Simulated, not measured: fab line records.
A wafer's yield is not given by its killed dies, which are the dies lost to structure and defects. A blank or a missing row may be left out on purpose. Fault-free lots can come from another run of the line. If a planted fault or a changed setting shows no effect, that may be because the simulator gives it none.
A single fault, viewed from 3 desks || flow n5 finfet || only its own numbers are on each desk; what lay behind them is given at the end

## TOOL OWNER'S DESK, pecvd-03
The tool's own readings at N5_PASSIVATION_PECVD_53 (deposits SiO2 from TEOS/O2, target thk 800 nm, time 169.4 s): means of the sampled wafers that have a number, for each lot that ran on this tool. The brackets show how far a lot's mean lies from the usual mean; more than 4 standard deviations puts the lot out of limits, marked OUT.
Columns: A = susceptor temp C at N5_PASSIVATION_PECVD_53, usual 399.99 C
{"lot": "L528", "first seen here": "day 14 00:02", "A": "409.70 (+44) OUT"}
{"lot": "L529", "first seen here": "day 14 03:58", "A": "409.78 (+44) OUT"}
{"lot": "L543", "first seen here": "day 17 00:56", "A": 399.97}
This desk's finding: out of limits on L528, L529; first on L528, day 14 00:02 (susceptor temp C at N5_PASSIVATION_PECVD_53). In limits: L543.

## THE DEFECT DESK
Inspection counts along the route, by lot: the mean over sampled wafers that carry a number. The brackets show how far a lot's mean lies from the usual mean; more than 4 standard deviations puts the lot out of limits, marked OUT.
Columns: A = raw defect count at N5_PASSIVATION_INSPECT_64, usual 1.9
{"lot": "L522", "first seen here": "day 12 22:16", "A": 1.7}
{"lot": "L528", "first seen here": "day 13 22:52", "A": 2.0}
{"lot": "L529", "first seen here": "day 14 02:49", "A": 0.7}
{"lot": "L538", "first seen here": "day 15 20:48", "A": 0.0}
{"lot": "L539", "first seen here": "day 16 16:59", "A": 2.3}
{"lot": "L543", "first seen here": "day 16 23:46", "A": 3.0}
Finding of this desk: none of the 6 lots has anything out of limits.

## METROLOGY DESK
Means of the sampled wafers that have a number, per lot and without regard to the tool the lot ran on: this is what the gauges read. The brackets show how far a lot's mean lies from the usual mean; more than 4 standard deviations puts the lot out of limits, marked OUT.
Columns: A = cd nm at N5_PASSIVATION_CD_MEAS_30, usual 3999.4 nm; B = PAD_OVL at N5_PASSIVATION_OVL_MEAS_63, usual 4 nm
{"lot": "L522", "first seen here": "day 12 22:13", "A": 3999.0, "B": 4}
{"lot": "L528", "first seen here": "day 13 22:48", "A": 4000.0, "B": 0}
{"lot": "L529", "first seen here": "day 14 02:46", "A": 4001.1, "B": 11}
{"lot": "L538", "first seen here": "day 15 20:44", "A": 3998.4, "B": 5}
{"lot": "L539", "first seen here": "day 16 16:56", "A": 3999.6, "B": 5}
{"lot": "L543", "first seen here": "day 16 23:43", "A": 3999.3, "B": 6}
Finding of this desk: none of the 6 lots has anything out of limits.

## BROUGHT TOGETHER
An alarm could have come from the tool owner's desk at day 14 00:02, on L528, L529.
The defect desk saw nothing out of limits.
At the metrology desk, nothing out of limits was observed.
The defect desk has L528, L529 on record, within its limits.
The metrology desk holds a record of L528, L529, inside its limits.
Every lot named ran N5_PASSIVATION_PECVD_53 on pecvd-03.

## WHAT THE SIMULATOR HAD INSERTED
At N5_PASSIVATION_PECVD_53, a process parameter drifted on pecvd-03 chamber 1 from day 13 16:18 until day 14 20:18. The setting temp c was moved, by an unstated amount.
Struck lots among those shown: L528, L529.
Hours from the fault's start to each desk's first reading out of limits: the tool owner's desk, 8.
